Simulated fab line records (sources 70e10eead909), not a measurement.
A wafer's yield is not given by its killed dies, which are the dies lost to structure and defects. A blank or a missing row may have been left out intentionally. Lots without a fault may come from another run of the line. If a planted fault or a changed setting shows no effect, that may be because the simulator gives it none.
Which of the tools did it? || flow nandHarc || Sampling: 6 lots, 18 wafers, 5 of 1302 route steps

## WHAT THE GAUGES SHOWED, per wafer
NHARC_END_SORT_01.
lot || measured || on || defectLimitedYield (%)

## WHICH TOOL RAN EACH LOT (tool, then ch and the chambers of the sampled wafers, then the start)
{"lot": "L136", "NHARC_A_M1_ETCH_15": "rieDiel-07 ch 0,2, day 25 20:58", "NHARC_THIN_TSV_DEGAS_49": "pvdSputter-02, day 26 20:30", "NHARC_THIN_TSV_PRE_CLEAN_50": "pvdSputter-02, day 26 22:22 or earlier", "NHARC_THIN_TSV_CMP_21": "cmp-01 ch 0,1,3, day 26 22:22"}
{"lot": "L137", "NHARC_A_M1_ETCH_15": "rieDiel-07 ch 1,2,3, day 26 03:15", "NHARC_THIN_TSV_DEGAS_49": "pvdSputter-03, day 27 04:25", "NHARC_THIN_TSV_PRE_CLEAN_50": "pvdSputter-03, day 27 06:01 or earlier", "NHARC_THIN_TSV_CMP_21": "cmp-01 ch 0,1,2, day 27 06:01"}
{"lot": "L143", "NHARC_A_M1_ETCH_15": "rieDiel-07 ch 0,1,3, day 27 00:32", "NHARC_THIN_TSV_DEGAS_49": "pvdSputter-01, day 28 01:51", "NHARC_THIN_TSV_PRE_CLEAN_50": "pvdSputter-01, day 28 03:23 or earlier", "NHARC_THIN_TSV_CMP_21": "cmp-02 ch 0,2, day 28 03:23"}
{"lot": "L149", "NHARC_A_M1_ETCH_15": "rieDiel-07 ch 1,2, day 31 00:24", "NHARC_THIN_TSV_DEGAS_49": "pvdSputter-02, day 32 05:28", "NHARC_THIN_TSV_PRE_CLEAN_50": "pvdSputter-02, day 32 07:03 or earlier", "NHARC_THIN_TSV_CMP_21": "cmp-03 ch 1,2,3, day 32 07:03"}
{"lot": "L151", "NHARC_A_M1_ETCH_15": "rieDiel-13 ch 0,1,3, day 31 17:17", "NHARC_THIN_TSV_DEGAS_49": "pvdSputter-03, day 32 17:40", "NHARC_THIN_TSV_PRE_CLEAN_50": "pvdSputter-03, day 32 19:16 or earlier", "NHARC_THIN_TSV_CMP_21": "cmp-03 ch 0,3, day 32 19:16"}
{"lot": "L153", "NHARC_A_M1_ETCH_15": "rieDiel-07 ch 0,3, day 32 07:22", "NHARC_THIN_TSV_DEGAS_49": "pvdSputter-03, day 33 06:12", "NHARC_THIN_TSV_PRE_CLEAN_50": "pvdSputter-03, day 33 07:43 or earlier", "NHARC_THIN_TSV_CMP_21": "cmp-03 ch 0,3, day 33 07:43"}
- NHARC_A_M1_ETCH_15: etches the open film in C4F8/Ar, target depth 182.5 nm, time 91.2 s.
- NHARC_THIN_TSV_DEGAS_49: time 120 s.
- NHARC_THIN_TSV_PRE_CLEAN_50: time 30 s.
- NHARC_THIN_TSV_CMP_21: polishes, t overpolish 30 s, target thk 2000 nm.

## THE ANSWER, worked out from the rows above alone
Rule: the lots themselves supply what counts as usual. Put in order of their means at a reading, lots are off if they are a third of the lots or fewer, leave a main group of 4 or more, and stand apart from it by a gap of 3 or more times the standard deviation of the main group's means; of several such gaps the widest counts. The tables above print the reading to a certain number of digits; a main group whose means all agree to those digits is not used. Also off: a lot with no number at a reading for which 4 or more lots have one. The other lots that the step has rows for count as sound.
Nothing can be told from this: no lot is off at any reading shown.

## WHAT THE SIMULATOR HAD INSERTED
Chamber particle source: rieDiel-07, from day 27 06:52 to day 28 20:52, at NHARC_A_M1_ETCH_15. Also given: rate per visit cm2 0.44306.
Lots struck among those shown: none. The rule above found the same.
